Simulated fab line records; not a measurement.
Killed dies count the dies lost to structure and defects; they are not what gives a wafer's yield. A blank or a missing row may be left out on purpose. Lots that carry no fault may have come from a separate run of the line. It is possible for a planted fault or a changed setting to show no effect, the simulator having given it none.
fab line records || flow nand-harc || part 2 of 2: steps 22 to 31 of 31
record: {"lots": 5, "wafers": 15, "last-day": 32}
route steps=1302 shown A_SLIT@932 A_SIN_REMOVE@947 A_WL_FILL@952
lots that met no fault: from a run of the same line without faults
start-h: start of the lot's first displayed wafer, in hours after the record's first day || wait-h: how many hours have passed since the lot's step before this one || " as in the row above || L1.1+2: one row covering several wafers at once || - no value, or no start was given || * or withheld: withheld || < > ~ a bound
route shown NAME@n: NAME is a module with steps in the file, n the number in the route of the first one || usual: average and standard deviation across the fault-free wafers || same: alike in all rows || chamber/n: place in a boat || sites: per-site readings || _std_site: the standard deviation of these || _edge_site: mean of outer sites minus mean of inner sites || radius-mm: how far each site lies from the wafer's centre || mask NAME#n: copy n || behind: the tool/chamber that last shaped the wafer || hold: cause of the lot's hold/its duration in hours/its outcome || device: the n, p or np transistor that did not switch || end of line: at the end of the route, the tests of the same wafers || a step given without rows: its recipe and nothing more || killed: at the first sort, the dies lost to defects and structure; wafer yield is something else || map: a wafer's dies, marking killed ones x, the rest . and places with no die _
set.NAME: the setting the step ran with; set.NAME@STEP: the setting that earlier step ran with || model.NAME: the simulator's own value behind a step, which no gauge read
lots seen at some steps along the route; tables by step, rows by wafer
services: the hour from which a tool's chamber was out of use, counted from the record's first day as start-h (under 0 if before that day), plus the number of hours and why
== steps ==
step: NHARC_A_WL_FILL_ALD_02
recipe: {"target-thk-a": 20, "pulse-time-s": 3, "ald-cycles": 100, "temp-c": 450, "material": "TiN"}
usual: {"heater-power-w": "1103/97", "precursor-pulse-height-rel": "0.998/0.021", "susceptor-temp-C": "450.02/0.26"}
same: {"pulse-time-s": 3}
{"lot.wafer": "L085.3", "tool": "ald-metal-04", "chamber": 0, "start-h": 581.65, "wait-h": 0.1, "heater-power-w": 1250, "precursor-pulse-height-rel": 1.008, "susceptor-temp-C": 450.12}
{"lot.wafer": "L085.2", "tool": "ald-metal-04", "chamber": 3, "start-h": 581.65, "wait-h": 0.1, "heater-power-w": 1121, "precursor-pulse-height-rel": 1.002, "susceptor-temp-C": 449.38}
{"lot.wafer": "L085.5", "tool": "ald-metal-04", "chamber": 1, "start-h": 581.65, "wait-h": 0.1, "heater-power-w": 1116, "precursor-pulse-height-rel": 1.007, "susceptor-temp-C": 450.17}
{"lot.wafer": "L087.3", "tool": "ald-metal-02", "chamber": 3, "start-h": 608.47, "wait-h": 0.2, "heater-power-w": 1086, "precursor-pulse-height-rel": 0.976, "susceptor-temp-C": 450.25}
{"lot.wafer": "L087.6", "tool": "ald-metal-02", "chamber": 1, "start-h": 608.47, "wait-h": 0.2, "heater-power-w": 1314, "precursor-pulse-height-rel": 0.995, "susceptor-temp-C": 449.97}
{"lot.wafer": "L087.5", "tool": "ald-metal-02", "chamber": 2, "start-h": 608.47, "wait-h": 0.2, "heater-power-w": 1111, "precursor-pulse-height-rel": 0.993, "susceptor-temp-C": 449.73}
{"lot.wafer": "L089.4", "tool": "ald-metal-01", "chamber": 1, "start-h": 619.18, "wait-h": 0.2, "heater-power-w": 1120, "precursor-pulse-height-rel": 0.986, "susceptor-temp-C": 450.24}
{"lot.wafer": "L089.5", "tool": "ald-metal-01", "chamber": 3, "start-h": 619.18, "wait-h": 0.2, "heater-power-w": 1005, "precursor-pulse-height-rel": 0.998, "susceptor-temp-C": 450.16}
{"lot.wafer": "L089.6", "tool": "ald-metal-01", "chamber": 0, "start-h": 619.18, "wait-h": 0.2, "heater-power-w": 1012, "precursor-pulse-height-rel": 1.000, "susceptor-temp-C": 450.34}
{"lot.wafer": "L093.4", "tool": "ald-metal-02", "chamber": 3, "start-h": 654.19, "wait-h": 0.1, "heater-power-w": 1064, "precursor-pulse-height-rel": 1.037, "susceptor-temp-C": 450.01}
{"lot.wafer": "L093.3", "tool": "ald-metal-02", "chamber": 0, "start-h": 654.19, "wait-h": 0.1, "heater-power-w": 1000, "precursor-pulse-height-rel": 1.009, "susceptor-temp-C": 450.32}
{"lot.wafer": "L093.6", "tool": "ald-metal-02", "chamber": 3, "start-h": 654.19, "wait-h": 0.1, "heater-power-w": 1014, "precursor-pulse-height-rel": 0.999, "susceptor-temp-C": 449.84}
{"lot.wafer": "L094.1", "tool": "ald-metal-01", "chamber": 1, "start-h": 659.61, "wait-h": 0.2, "heater-power-w": 1089, "precursor-pulse-height-rel": 0.990, "susceptor-temp-C": 450.01}
{"lot.wafer": "L094.4", "tool": "ald-metal-01", "chamber": 2, "start-h": 659.61, "wait-h": 0.2, "heater-power-w": 1066, "precursor-pulse-height-rel": 0.995, "susceptor-temp-C": 449.94}
{"lot.wafer": "L094.6", "tool": "ald-metal-01", "chamber": 1, "start-h": 659.61, "wait-h": 0.2, "heater-power-w": 1148, "precursor-pulse-height-rel": 0.981, "susceptor-temp-C": 449.82}
step: NHARC_A_WL_FILL_CVD_03
recipe: {"target-thk-a": 400, "temp-c": 300, "pressure-torr": 40, "wf6-flow-sccm": 40, "h2-flow-sccm": 1600, "ar-flow-sccm": 1560, "time-s": 279, "material": "W"}
usual: {"chamber-pressure-Torr": "39.99/0.086", "heater-power-w": "493/63", "mfc-h2-sccm": "1600/4.6", "susceptor-temp-C": "300.05/0.18", "throttle-valve-pct": "8.1/0.43"}
{"lot.wafer": "L085.2", "tool": "cvd-w-02", "chamber": 1, "start-h": 582.50, "wait-h": 0.5, "chamber-pressure-Torr": 39.89, "heater-power-w": 552, "mfc-h2-sccm": 1599, "susceptor-temp-C": 300.09, "throttle-valve-pct": 7.9}
{"lot.wafer": "L085.3", "tool": "cvd-w-02", "chamber": 0, "start-h": 582.50, "wait-h": 0.5, "chamber-pressure-Torr": 40.03, "heater-power-w": 510, "mfc-h2-sccm": 1601, "susceptor-temp-C": 300.05, "throttle-valve-pct": 8.5}
{"lot.wafer": "L085.5", "tool": "cvd-w-02", "chamber": 1, "start-h": 582.50, "wait-h": 0.5, "chamber-pressure-Torr": 40.06, "heater-power-w": 556, "mfc-h2-sccm": 1607, "susceptor-temp-C": 299.87, "throttle-valve-pct": 7.7}
{"lot.wafer": "L087.3", "tool": "cvd-w-01", "chamber": 1, "start-h": 608.99, "wait-h": 0.2, "chamber-pressure-Torr": 39.82, "heater-power-w": 516, "mfc-h2-sccm": 1594, "susceptor-temp-C": "-", "throttle-valve-pct": 8.5}
{"lot.wafer": "L087.6", "tool": "cvd-w-01", "chamber": 0, "start-h": 608.99, "wait-h": 0.2, "chamber-pressure-Torr": 40.02, "heater-power-w": 369, "mfc-h2-sccm": 1595, "susceptor-temp-C": "-", "throttle-valve-pct": 7.7}
{"lot.wafer": "L087.5", "tool": "cvd-w-01", "chamber": 1, "start-h": 608.99, "wait-h": 0.2, "chamber-pressure-Torr": 39.85, "heater-power-w": 503, "mfc-h2-sccm": 1592, "susceptor-temp-C": "-", "throttle-valve-pct": 8.5}
{"lot.wafer": "L089.4", "tool": "cvd-w-01", "chamber": 0, "start-h": 619.65, "wait-h": 0.2, "chamber-pressure-Torr": 39.93, "heater-power-w": 364, "mfc-h2-sccm": 1600, "susceptor-temp-C": 300.32, "throttle-valve-pct": 7.6}
{"lot.wafer": "L089.5", "tool": "cvd-w-01", "chamber": 0, "start-h": 619.65, "wait-h": 0.2, "chamber-pressure-Torr": 40.12, "heater-power-w": 377, "mfc-h2-sccm": 1599, "susceptor-temp-C": 300.28, "throttle-valve-pct": 7.2}
{"lot.wafer": "L089.6", "tool": "cvd-w-01", "chamber": 1, "start-h": 619.65, "wait-h": 0.2, "chamber-pressure-Torr": 40.02, "heater-power-w": 498, "mfc-h2-sccm": 1599, "susceptor-temp-C": 299.86, "throttle-valve-pct": 8.7}
{"lot.wafer": "L093.3", "tool": "cvd-w-01", "chamber": 0, "start-h": 654.73, "wait-h": 0.2, "chamber-pressure-Torr": 39.89, "heater-power-w": 368, "mfc-h2-sccm": 1604, "susceptor-temp-C": "-", "throttle-valve-pct": 7.6}
{"lot.wafer": "L093.4", "tool": "cvd-w-01", "chamber": 1, "start-h": 654.73, "wait-h": 0.2, "chamber-pressure-Torr": 40.00, "heater-power-w": 521, "mfc-h2-sccm": 1595, "susceptor-temp-C": "-", "throttle-valve-pct": 8.5}
{"lot.wafer": "L093.6", "tool": "cvd-w-01", "chamber": 0, "start-h": 654.73, "wait-h": 0.2, "chamber-pressure-Torr": 39.96, "heater-power-w": 366, "mfc-h2-sccm": 1606, "susceptor-temp-C": "-", "throttle-valve-pct": 7.3}
{"lot.wafer": "L094.1", "tool": "cvd-w-01", "chamber": 0, "start-h": 660.00, "wait-h": 0.1, "chamber-pressure-Torr": 40.12, "heater-power-w": 367, "mfc-h2-sccm": 1601, "susceptor-temp-C": 300.11, "throttle-valve-pct": 7.8}
{"lot.wafer": "L094.4", "tool": "cvd-w-01", "chamber": 1, "start-h": 660.00, "wait-h": 0.1, "chamber-pressure-Torr": 40.20, "heater-power-w": 518, "mfc-h2-sccm": 1599, "susceptor-temp-C": 299.95, "throttle-valve-pct": 8.6}
{"lot.wafer": "L094.6", "tool": "cvd-w-01", "chamber": 1, "start-h": 660.00, "wait-h": 0.1, "chamber-pressure-Torr": 40.03, "heater-power-w": 509, "mfc-h2-sccm": 1605, "susceptor-temp-C": 299.57, "throttle-valve-pct": 8.5}
step: NHARC_A_WL_FILL_ETCHBACK_04
recipe: {"target-depth-a": 600, "time-s": 120, "chemistry": "NF3"}
usual: {"drypump-motor-current-A": "5.9/0.58", "oes-product-au": "0.993/0.011"}
{"lot.wafer": "L085.2", "tool": "rie-metal-03", "chamber": 1, "start-h": 582.85, "wait-h": 0.3, "drypump-motor-current-A": 5.3, "oes-product-au": 0.990, "rf-hours-counter-h": 0.8}
{"lot.wafer": "L085.3", "tool": "rie-metal-03", "chamber": 1, "start-h": 582.85, "wait-h": 0.3, "drypump-motor-current-A": 5.3, "oes-product-au": 0.991, "rf-hours-counter-h": "-"}
{"lot.wafer": "L085.5", "tool": "rie-metal-03", "chamber": 0, "start-h": 582.85, "wait-h": 0.3, "drypump-motor-current-A": 6.6, "oes-product-au": 0.994, "rf-hours-counter-h": "-"}
{"lot.wafer": "L087.3", "tool": "rie-metal-03", "chamber": 0, "start-h": 609.30, "wait-h": 0.3, "drypump-motor-current-A": 6.6, "oes-product-au": 0.987, "rf-hours-counter-h": "-"}
{"lot.wafer": "L087.5", "tool": "rie-metal-03", "chamber": 0, "start-h": 609.30, "wait-h": 0.3, "drypump-motor-current-A": 6.6, "oes-product-au": 0.980, "rf-hours-counter-h": "-"}
{"lot.wafer": "L087.6", "tool": "rie-metal-03", "chamber": 1, "start-h": 609.30, "wait-h": 0.3, "drypump-motor-current-A": 5.3, "oes-product-au": 0.986, "rf-hours-counter-h": "-"}
{"lot.wafer": "L089.4", "tool": "rie-metal-02", "chamber": 0, "start-h": 619.98, "wait-h": 0.3, "drypump-motor-current-A": 6.0, "oes-product-au": 0.994, "rf-hours-counter-h": "-"}
{"lot.wafer": "L089.5", "tool": "rie-metal-02", "chamber": 0, "start-h": 619.98, "wait-h": 0.3, "drypump-motor-current-A": 6.0, "oes-product-au": 1.000, "rf-hours-counter-h": "-"}
{"lot.wafer": "L089.6", "tool": "rie-metal-02", "chamber": 1, "start-h": 619.98, "wait-h": 0.3, "drypump-motor-current-A": 6.3, "oes-product-au": 0.991, "rf-hours-counter-h": "-"}
{"lot.wafer": "L093.3", "tool": "rie-metal-03", "chamber": 0, "start-h": 655.06, "wait-h": 0.3, "drypump-motor-current-A": 6.6, "oes-product-au": 0.986, "rf-hours-counter-h": "-"}
{"lot.wafer": "L093.4", "tool": "rie-metal-03", "chamber": 1, "start-h": 655.06, "wait-h": 0.3, "drypump-motor-current-A": 5.3, "oes-product-au": 0.985, "rf-hours-counter-h": "-"}
{"lot.wafer": "L093.6", "tool": "rie-metal-03", "chamber": 0, "start-h": 655.06, "wait-h": 0.3, "drypump-motor-current-A": 6.6, "oes-product-au": 0.991, "rf-hours-counter-h": "-"}
{"lot.wafer": "L094.1", "tool": "rie-metal-03", "chamber": 0, "start-h": 660.38, "wait-h": 0.3, "drypump-motor-current-A": 6.6, "oes-product-au": 0.992, "rf-hours-counter-h": 2.8}
{"lot.wafer": "L094.4", "tool": "rie-metal-03", "chamber": 1, "start-h": 660.38, "wait-h": 0.3, "drypump-motor-current-A": 5.3, "oes-product-au": 0.995, "rf-hours-counter-h": "-"}
{"lot.wafer": "L094.6", "tool": "rie-metal-03", "chamber": 1, "start-h": 660.38, "wait-h": 0.3, "drypump-motor-current-A": 5.3, "oes-product-au": 0.985, "rf-hours-counter-h": "-"}
step: NHARC_A_WL_FILL_ETCHBACK_05
recipe: {"target-depth-a": 220, "time-s": 60, "temp-c": 40, "chemistry": "Cl2/BCl3"}
usual: {"drypump-motor-current-A": "5.9/0.57", "oes-product-au": "0.993/0.011"}
{"lot.wafer": "L085.2", "tool": "rie-metal-03", "chamber": 0, "start-h": 583.08, "wait-h": 0.2, "drypump-motor-current-A": 6.6, "oes-product-au": 0.997, "rf-hours-counter-h": 1.0}
{"lot.wafer": "L085.3", "tool": "rie-metal-03", "chamber": 0, "start-h": 583.08, "wait-h": 0.2, "drypump-motor-current-A": 6.6, "oes-product-au": 0.991, "rf-hours-counter-h": "-"}
{"lot.wafer": "L085.5", "tool": "rie-metal-03", "chamber": 1, "start-h": 583.08, "wait-h": 0.2, "drypump-motor-current-A": 5.3, "oes-product-au": 1.004, "rf-hours-counter-h": "-"}
{"lot.wafer": "L087.3", "tool": "rie-metal-03", "chamber": 1, "start-h": 609.50, "wait-h": 0.2, "drypump-motor-current-A": 5.3, "oes-product-au": 0.992, "rf-hours-counter-h": "-"}
{"lot.wafer": "L087.6", "tool": "rie-metal-03", "chamber": 1, "start-h": 609.50, "wait-h": 0.2, "drypump-motor-current-A": 5.3, "oes-product-au": 0.979, "rf-hours-counter-h": "-"}
{"lot.wafer": "L087.5", "tool": "rie-metal-03", "chamber": 0, "start-h": 609.50, "wait-h": 0.2, "drypump-motor-current-A": 6.6, "oes-product-au": 0.993, "rf-hours-counter-h": "-"}
{"lot.wafer": "L089.4", "tool": "rie-metal-02", "chamber": 1, "start-h": 620.18, "wait-h": 0.2, "drypump-motor-current-A": 6.2, "oes-product-au": 0.982, "rf-hours-counter-h": "-"}
{"lot.wafer": "L089.5", "tool": "rie-metal-02", "chamber": 1, "start-h": 620.18, "wait-h": 0.2, "drypump-motor-current-A": 6.3, "oes-product-au": 0.988, "rf-hours-counter-h": "-"}
{"lot.wafer": "L089.6", "tool": "rie-metal-02", "chamber": 0, "start-h": 620.18, "wait-h": 0.2, "drypump-motor-current-A": 6.0, "oes-product-au": 0.994, "rf-hours-counter-h": "-"}
{"lot.wafer": "L093.3", "tool": "rie-metal-03", "chamber": 0, "start-h": 655.26, "wait-h": 0.2, "drypump-motor-current-A": 6.6, "oes-product-au": 0.976, "rf-hours-counter-h": "-"}
{"lot.wafer": "L093.4", "tool": "rie-metal-03", "chamber": 1, "start-h": 655.26, "wait-h": 0.2, "drypump-motor-current-A": 5.3, "oes-product-au": 0.987, "rf-hours-counter-h": "-"}
{"lot.wafer": "L093.6", "tool": "rie-metal-03", "chamber": 1, "start-h": 655.26, "wait-h": 0.2, "drypump-motor-current-A": 5.3, "oes-product-au": 0.988, "rf-hours-counter-h": "-"}
{"lot.wafer": "L094.1", "tool": "rie-metal-03", "chamber": 1, "start-h": 660.62, "wait-h": 0.2, "drypump-motor-current-A": 5.3, "oes-product-au": 0.989, "rf-hours-counter-h": 2.5}
{"lot.wafer": "L094.4", "tool": "rie-metal-03", "chamber": 0, "start-h": 660.62, "wait-h": 0.2, "drypump-motor-current-A": 6.6, "oes-product-au": 0.987, "rf-hours-counter-h": "-"}
{"lot.wafer": "L094.6", "tool": "rie-metal-03", "chamber": 0, "start-h": 660.62, "wait-h": 0.2, "drypump-motor-current-A": 6.6, "oes-product-au": 0.994, "rf-hours-counter-h": "-"}
step: NHARC_A_WL_FILL_STRIP_27
recipe: {"power-w": 1500, "temp-c": 250, "time-s": 20, "chemistry": "N2/H2"}
usual: {"drypump-motor-current-A": "5.7/0.64", "heater-power-w": "342/13"}
{"lot.wafer": "L085.2", "tool": "plasma-asher-01", "chamber": 0, "start-h": 583.20, "wait-h": 0.1, "drypump-motor-current-A": 5.5, "heater-power-w": 358, "rf-hours-counter-h": 9}
{"lot.wafer": "L085.3", "tool": "plasma-asher-01", "chamber": 1, "start-h": 583.20, "wait-h": 0.1, "drypump-motor-current-A": 6.2, "heater-power-w": 342, "rf-hours-counter-h": "-"}
{"lot.wafer": "L085.5", "tool": "plasma-asher-01", "chamber": 0, "start-h": 583.20, "wait-h": 0.1, "drypump-motor-current-A": 5.5, "heater-power-w": 346, "rf-hours-counter-h": "-"}
{"lot.wafer": "L087.3", "tool": "plasma-asher-01", "chamber": 1, "start-h": 609.66, "wait-h": 0.1, "drypump-motor-current-A": 6.2, "heater-power-w": 349, "rf-hours-counter-h": "-"}
{"lot.wafer": "L087.6", "tool": "plasma-asher-01", "chamber": 1, "start-h": 609.66, "wait-h": 0.1, "drypump-motor-current-A": 6.2, "heater-power-w": 350, "rf-hours-counter-h": "-"}
{"lot.wafer": "L087.5", "tool": "plasma-asher-01", "chamber": 0, "start-h": 609.66, "wait-h": 0.1, "drypump-motor-current-A": 5.5, "heater-power-w": 345, "rf-hours-counter-h": "-"}
{"lot.wafer": "L089.4", "tool": "plasma-asher-02", "chamber": 0, "start-h": 620.40, "wait-h": 0.2, "drypump-motor-current-A": 4.9, "heater-power-w": 336, "rf-hours-counter-h": "-"}
{"lot.wafer": "L089.5", "tool": "plasma-asher-02", "chamber": 1, "start-h": 620.40, "wait-h": 0.2, "drypump-motor-current-A": 6.4, "heater-power-w": 327, "rf-hours-counter-h": "-"}
{"lot.wafer": "L089.6", "tool": "plasma-asher-02", "chamber": 0, "start-h": 620.40, "wait-h": 0.2, "drypump-motor-current-A": 4.8, "heater-power-w": 340, "rf-hours-counter-h": "-"}
{"lot.wafer": "L093.3", "tool": "plasma-asher-01", "chamber": 0, "start-h": 655.42, "wait-h": 0.1, "drypump-motor-current-A": 5.5, "heater-power-w": 348, "rf-hours-counter-h": "-"}
{"lot.wafer": "L093.4", "tool": "plasma-asher-01", "chamber": 1, "start-h": 655.42, "wait-h": 0.1, "drypump-motor-current-A": 6.2, "heater-power-w": 349, "rf-hours-counter-h": "-"}
{"lot.wafer": "L093.6", "tool": "plasma-asher-01", "chamber": 1, "start-h": 655.42, "wait-h": 0.1, "drypump-motor-current-A": 6.2, "heater-power-w": 327, "rf-hours-counter-h": "-"}
{"lot.wafer": "L094.1", "tool": "plasma-asher-01", "chamber": 1, "start-h": 660.78, "wait-h": 0.1, "drypump-motor-current-A": 6.2, "heater-power-w": 349, "rf-hours-counter-h": 29}
{"lot.wafer": "L094.4", "tool": "plasma-asher-01", "chamber": 0, "start-h": 660.78, "wait-h": 0.1, "drypump-motor-current-A": 5.5, "heater-power-w": 358, "rf-hours-counter-h": "-"}
{"lot.wafer": "L094.6", "tool": "plasma-asher-01", "chamber": 1, "start-h": 660.78, "wait-h": 0.1, "drypump-motor-current-A": 6.2, "heater-power-w": 340, "rf-hours-counter-h": "-"}
step: NHARC_A_WL_FILL_STRIP_28
recipe: {"time-s": 1200, "temp-c": 72.5, "chemistry": "post-etch-residue-remover"}
{"lot.wafer": "L085.3+2+5", "tool": "wet-bench-07", "chamber": "6,0,2", "start-h": 583.38, "wait-h": 0.1}
{"lot.wafer": "L087.6+5+3", "tool": "wet-bench-06", "chamber": "0,2,5", "start-h": 609.79, "wait-h": 0.1}
{"lot.wafer": "L089.4+6+5", "tool": "wet-bench-06", "chamber": "7,2,3", "start-h": 620.51, "wait-h": 0.1}
{"lot.wafer": "L093.3+4+6", "tool": "wet-bench-07", "chamber": "4,5,7", "start-h": 655.57, "wait-h": 0.1}
{"lot.wafer": "L094.1+4+6", "tool": "wet-bench-06", "chamber": "0,2,3", "start-h": 660.94, "wait-h": 0.1}
step: NHARC_A_WL_FILL_PRECLEAN_06
recipe: {"time-s": 300, "chemistry": "DIW"}
{"lot.wafer": "L085.3+2+5", "tool": "wet-bench-07", "chamber": "6,0,2", "start-h": "-", "wait-h": "-"}
{"lot.wafer": "L087.6+5+3", "tool": "wet-bench-06", "chamber": "0,2,5", "start-h": "-", "wait-h": "-"}
{"lot.wafer": "L089.4+6+5", "tool": "wet-bench-06", "chamber": "7,2,3", "start-h": "-", "wait-h": "-"}
{"lot.wafer": "L093.3+4+6", "tool": "wet-bench-07", "chamber": "4,5,7", "start-h": "-", "wait-h": "-"}
{"lot.wafer": "L094.1+4+6", "tool": "wet-bench-06", "chamber": "0,2,3", "start-h": "-", "wait-h": "-"}
step: NHARC_A_WL_FILL_SRD_07
{"lot.wafer": "L085.3+2+5", "tool": "wet-bench-07", "chamber": "6,0,2", "start-h": "-", "wait-h": "-"}
{"lot.wafer": "L087.6+5+3", "tool": "wet-bench-06", "chamber": "0,2,5", "start-h": "-", "wait-h": "-"}
{"lot.wafer": "L089.4+6+5", "tool": "wet-bench-06", "chamber": "7,2,3", "start-h": "-", "wait-h": "-"}
{"lot.wafer": "L093.3+4+6", "tool": "wet-bench-07", "chamber": "4,5,7", "start-h": "-", "wait-h": "-"}
{"lot.wafer": "L094.1+4+6", "tool": "wet-bench-06", "chamber": "0,2,3", "start-h": "-", "wait-h": "-"}
step: NHARC_A_WL_FILL_ANNEAL_08
recipe: {"temp-c": 450, "time-s": 1800}
usual: {"spike-tc-upper-C": "450.1/1.5"}
{"lot.wafer": "L085.2", "tool": "furnace-01", "chamber": 0, "start-h": 592.49, "wait-h": "-", "spike-tc-upper-C": 450.2}
{"lot.wafer": "L085.3", "tool": "furnace-01", "chamber": 0, "start-h": 592.49, "wait-h": "-", "spike-tc-upper-C": 448.9}
{"lot.wafer": "L085.5", "tool": "furnace-01", "chamber": 0, "start-h": 592.49, "wait-h": "-", "spike-tc-upper-C": 450.8}
{"lot.wafer": "L087.3", "tool": "furnace-01", "chamber": 0, "start-h": 617.46, "wait-h": "-", "spike-tc-upper-C": 450.7}
{"lot.wafer": "L087.5", "tool": "furnace-01", "chamber": 0, "start-h": 617.46, "wait-h": "-", "spike-tc-upper-C": 449.9}
{"lot.wafer": "L087.6", "tool": "furnace-01", "chamber": 0, "start-h": 617.46, "wait-h": "-", "spike-tc-upper-C": 450.6}
{"lot.wafer": "L089.4", "tool": "furnace-01", "chamber": 0, "start-h": 626.74, "wait-h": "-", "spike-tc-upper-C": 450.5}
{"lot.wafer": "L089.5", "tool": "furnace-01", "chamber": 0, "start-h": 626.74, "wait-h": "-", "spike-tc-upper-C": 451.3}
{"lot.wafer": "L089.6", "tool": "furnace-01", "chamber": 0, "start-h": 626.74, "wait-h": "-", "spike-tc-upper-C": 450.3}
{"lot.wafer": "L093.3", "tool": "furnace-08", "chamber": 0, "start-h": 659.16, "wait-h": "-", "spike-tc-upper-C": 449.4}
{"lot.wafer": "L093.4", "tool": "furnace-08", "chamber": 0, "start-h": 659.16, "wait-h": "-", "spike-tc-upper-C": 446.3}
{"lot.wafer": "L093.6", "tool": "furnace-08", "chamber": 0, "start-h": 659.16, "wait-h": "-", "spike-tc-upper-C": 447.9}
{"lot.wafer": "L094.1", "tool": "furnace-01", "chamber": 0, "start-h": 664.64, "wait-h": "-", "spike-tc-upper-C": 450.8}
{"lot.wafer": "L094.4", "tool": "furnace-01", "chamber": 0, "start-h": 664.64, "wait-h": "-", "spike-tc-upper-C": 450.5}
{"lot.wafer": "L094.6", "tool": "furnace-01", "chamber": 0, "start-h": 664.64, "wait-h": "-", "spike-tc-upper-C": 450.3}
step: NHARC_A_WL_FILL_ALD_10
recipe: {"target-thk-a": 500, "pulse-time-s": 10, "ald-cycles": 500, "temp-c": 300, "material": "SiO2"}
usual: {"heater-power-w": "488/63", "precursor-pulse-height-rel": "1.002/0.019", "susceptor-temp-C": "300.01/0.21"}
same: {"pulse-time-s": 10}
{"lot.wafer": "L085.3", "tool": "ald-hk-03", "chamber": 1, "start-h": 595.02, "wait-h": 1.1, "heater-power-w": 455, "precursor-pulse-height-rel": 1.035, "susceptor-temp-C": 300.25}
{"lot.wafer": "L085.2", "tool": "ald-hk-03", "chamber": 2, "start-h": 595.02, "wait-h": 1.1, "heater-power-w": 611, "precursor-pulse-height-rel": 1.001, "susceptor-temp-C": 300.09}
{"lot.wafer": "L085.5", "tool": "ald-hk-03", "chamber": 3, "start-h": 595.02, "wait-h": 1.1, "heater-power-w": 468, "precursor-pulse-height-rel": 0.980, "susceptor-temp-C": 300.15}
{"lot.wafer": "L087.3", "tool": "ald-hk-03", "chamber": 3, "start-h": 618.93, "wait-h": 0.0, "heater-power-w": 470, "precursor-pulse-height-rel": 1.034, "susceptor-temp-C": 299.73}
{"lot.wafer": "L087.6", "tool": "ald-hk-03", "chamber": 3, "start-h": 621.01, "wait-h": 2.1, "heater-power-w": 466, "precursor-pulse-height-rel": 0.970, "susceptor-temp-C": 299.52}
{"lot.wafer": "L087.5", "tool": "ald-hk-03", "chamber": 0, "start-h": 621.01, "wait-h": 2.1, "heater-power-w": 414, "precursor-pulse-height-rel": 0.996, "susceptor-temp-C": 300.12}
{"lot.wafer": "L089.4", "tool": "ald-hk-01", "chamber": 3, "start-h": 629.79, "wait-h": 1.6, "heater-power-w": 515, "precursor-pulse-height-rel": 0.994, "susceptor-temp-C": 300.07}
{"lot.wafer": "L089.6", "tool": "ald-hk-01", "chamber": 0, "start-h": 629.79, "wait-h": 1.6, "heater-power-w": 435, "precursor-pulse-height-rel": 0.969, "susceptor-temp-C": 300.12}
{"lot.wafer": "L089.5", "tool": "ald-hk-01", "chamber": 1, "start-h": 629.79, "wait-h": 1.6, "heater-power-w": 402, "precursor-pulse-height-rel": 0.994, "susceptor-temp-C": 299.92}
{"lot.wafer": "L093.4", "tool": "ald-hk-04", "chamber": 0, "start-h": 661.69, "wait-h": 1.1, "heater-power-w": 539, "precursor-pulse-height-rel": 1.002, "susceptor-temp-C": 299.90}
{"lot.wafer": "L093.3", "tool": "ald-hk-04", "chamber": 1, "start-h": 661.69, "wait-h": 1.1, "heater-power-w": 440, "precursor-pulse-height-rel": 1.025, "susceptor-temp-C": 299.77}
{"lot.wafer": "L093.6", "tool": "ald-hk-04", "chamber": 2, "start-h": 661.69, "wait-h": 1.1, "heater-power-w": 544, "precursor-pulse-height-rel": 0.960, "susceptor-temp-C": 299.83}
{"lot.wafer": "L094.4", "tool": "ald-hk-01", "chamber": 1, "start-h": 666.14, "wait-h": 0.1, "heater-power-w": 409, "precursor-pulse-height-rel": 1.033, "susceptor-temp-C": 300.11}
{"lot.wafer": "L094.1", "tool": "ald-hk-01", "chamber": 2, "start-h": 667.18, "wait-h": 1.1, "heater-power-w": 442, "precursor-pulse-height-rel": 0.991, "susceptor-temp-C": 299.98}
{"lot.wafer": "L094.6", "tool": "ald-hk-01", "chamber": 2, "start-h": 671.34, "wait-h": 5.3, "heater-power-w": 452, "precursor-pulse-height-rel": 0.974, "susceptor-temp-C": 299.66}
== services ==
{"tool": "wet-bench-06", "chamber": "-", "start-h": 545.60, "hours": 8.0, "kind": "pm"}
{"tool": "cvd-w-01", "chamber": "-", "start-h": 547.12, "hours": 13.0, "kind": "pm"}
{"tool": "rie-diel-02", "chamber": "-", "start-h": 570.89, "hours": 9.0, "kind": "pm"}
{"tool": "rie-metal-03", "chamber": "-", "start-h": 571.34, "hours": 0.6, "kind": "repair"}
{"tool": "ald-hk-03", "chamber": "-", "start-h": 571.62, "hours": 10.0, "kind": "pm"}
{"tool": "wet-bench-07", "chamber": "-", "start-h": 576.10, "hours": 2.9, "kind": "repair"}
{"tool": "ald-hk-03", "chamber": "-", "start-h": 582.38, "hours": 1.3, "kind": "repair"}
{"tool": "rie-diel-05", "chamber": "-", "start-h": 583.64, "hours": 9.0, "kind": "pm"}
{"tool": "wet-h3po4-02", "chamber": "-", "start-h": 594.61, "hours": 2.3, "kind": "repair"}
{"tool": "wet-bench-02", "chamber": "-", "start-h": 596.00, "hours": 8.0, "kind": "pm"}
{"tool": "rie-metal-03", "chamber": 1, "start-h": 596.75, "hours": 2.3, "kind": "repair"}
{"tool": "wet-h3po4-02", "chamber": "-", "start-h": 598.71, "hours": 8.0, "kind": "pm"}
{"tool": "ald-metal-02", "chamber": 0, "start-h": 602.88, "hours": 5.4, "kind": "repair"}
{"tool": "ald-metal-02", "chamber": "-", "start-h": 611.11, "hours": 10.0, "kind": "pm"}
{"tool": "wet-bench-05", "chamber": "-", "start-h": 612.80, "hours": 8.0, "kind": "pm"}
{"tool": "rie-diel-02", "chamber": 0, "start-h": 621.41, "hours": 3.1, "kind": "repair"}
{"tool": "wet-bench-01", "chamber": "-", "start-h": 629.61, "hours": 8.0, "kind": "pm"}
{"tool": "rie-metal-02", "chamber": "-", "start-h": 631.00, "hours": 9.0, "kind": "pm"}
{"tool": "rie-diel-03", "chamber": "-", "start-h": 635.30, "hours": 9.0, "kind": "pm"}
{"tool": "rie-diel-05", "chamber": 2, "start-h": 635.47, "hours": 6.6, "kind": "repair"}
{"tool": "rie-diel-05", "chamber": "-", "start-h": 636.64, "hours": 0.2, "kind": "repair"}
{"tool": "ald-hk-01", "chamber": "-", "start-h": 654.66, "hours": 10.0, "kind": "pm"}
{"tool": "rie-diel-02", "chamber": 1, "start-h": 662.85, "hours": 3.1, "kind": "repair"}
{"tool": "rie-diel-03", "chamber": 1, "start-h": 669.04, "hours": 20.1, "kind": "repair"}
